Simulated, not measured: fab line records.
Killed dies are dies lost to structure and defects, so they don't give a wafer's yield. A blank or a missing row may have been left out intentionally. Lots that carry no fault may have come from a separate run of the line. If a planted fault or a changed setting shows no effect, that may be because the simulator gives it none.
2 desks looking at one fault + flow n5Finfet + only its own numbers are on each desk; what lay behind them is given at the end

== METROLOGY DESK ==
What the gauges read, lot by lot, whatever tool the lot ran on: means of the sampled wafers that have a number. If a lot's mean is further than 4 standard deviations from the usual mean, the lot is out of limits and carries the mark OUT (the distance appears in the brackets). It has 11 readings, of which 7 appear: the earliest out of limits, and the ones furthest out on some lot.
Columns: A = trenchDepthNm at N5_BEOL_M1_OCD_MEAS_38, usual 54.9 nm; B = IOFF_P at N5_BEOL_M4_RC_MEAS_101, usual 0.24 nA/um; C = ION_N at N5_BEOL_M4_RC_MEAS_101, usual 679 uA/um; D = ION_P at N5_BEOL_M4_RC_MEAS_101, usual 465 uA/um; E = SS_P at N5_BEOL_M4_RC_MEAS_101, usual 73.7 mV/dec; F = VT_N at N5_BEOL_M4_RC_MEAS_101, usual 248 mV; G = VT_P at N5_BEOL_M4_RC_MEAS_101, usual -249 mV
| lot  | first seen here | A               | B    | C   | D   | E    | F   | G    |
|------|-----------------|-----------------|------|-----|-----|------|-----|------|
| L428 | day 6 03:09     | 52.7            | 0.23 | 672 | 461 | 73.5 | 251 | -248 |
| L429 | day 6 10:41     | 54.7            | 0.24 | 676 | 461 | 73.8 | 251 | -250 |
| L431 | day 7 02:11     | 53.7            | 0.20 | 664 | 458 | 72.7 | 252 | -251 |
| L437 | day 8 11:38     | 48.6 (-4.8) OUT | 0.27 | 684 | 468 | 73.9 | 248 | -245 |
| L438 | day 9 10:56     | 52.0            | 0.28 | 696 | 477 | 73.9 | 244 | -245 |
| L440 | day 9 20:16     | 53.5            | 0.19 | 670 | 450 | 73.2 | 248 | -253 |
| L445 | day 10 11:38    | 53.8            | 0.21 | 673 | 458 | 73.5 | 250 | -252 |
| L450 | day 12 00:13    | 56.0            | 0.22 | 676 | 463 | 73.9 | 251 | -251 |
This desk finds L437 out of limits, L437 being first, at day 8 11:38 (trenchDepthNm at N5_BEOL_M1_OCD_MEAS_38). Within limits: L428, L429, L431, L438, L440, L445, L450.

== TOOL OWNER'S DESK, rieDiel-02 ==
The tool's own readings at N5_BEOL_M1_TRENCH_ETCH_37 (etches SiOC in C4F6/O2, target depth 55.207 nm, time 29 s): means of the sampled wafers that have a number, for each lot that ran on this tool. If a lot's mean is further than 4 standard deviations from the usual mean, the lot is out of limits and carries the mark OUT (the distance appears in the brackets).
Columns: A = biasW at N5_BEOL_M1_TRENCH_ETCH_37, usual 184.9 W; B = drypumpMotorCurrentA at N5_BEOL_M1_TRENCH_ETCH_37, usual 5.6 A; C = oesProductAu at N5_BEOL_M1_TRENCH_ETCH_37, usual 0.78 a.u.; D = rfVppV at N5_BEOL_M1_TRENCH_ETCH_37, usual 677 V; E = showerheadPlenumPTorr at N5_BEOL_M1_TRENCH_ETCH_37, usual 2.85 Torr; F = throttleValvePct at N5_BEOL_M1_TRENCH_ETCH_37, usual 20.91 %
| lot  | first seen here | A     | B   | C    | D   | E    | F     |
|------|-----------------|-------|-----|------|-----|------|-------|
| L429 | day 6 10:32     | 185.4 | 5.4 | 0.84 | 671 | 2.94 | 21.04 |
| L431 | day 7 02:02     | 185.0 | 5.1 | 0.79 | 673 | 2.84 | 21.09 |
| L437 | day 8 11:29     | 185.3 | 5.5 | 0.71 | 686 | 2.88 | 21.06 |
| L438 | day 9 10:46     | 185.1 | 5.5 | 0.73 | 686 | 2.88 | 21.07 |
| L450 | day 12 00:04    | 184.9 | 5.5 | 0.85 | 684 | 2.81 | 20.88 |
This desk's finding: nothing out of limits on any of the 5 lots.

== BROUGHT TOGETHER ==
L437 would have let the metrology desk raise an alarm at day 8 11:38.
Nothing out of limits was seen by the tool owner's desk.
The tool owner's desk has L437 on record, within its limits.
All the named lots went through N5_BEOL_M1_TRENCH_ETCH_37 on rieDiel-02.

== WHAT HAD BEEN PUT IN BY THE SIMULATOR ==
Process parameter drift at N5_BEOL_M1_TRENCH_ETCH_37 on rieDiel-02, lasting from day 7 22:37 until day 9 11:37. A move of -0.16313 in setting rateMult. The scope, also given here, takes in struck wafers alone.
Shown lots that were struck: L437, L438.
Per desk, hours elapsed from the start of the fault to the first reading out of limits: for the metrology desk, 13.
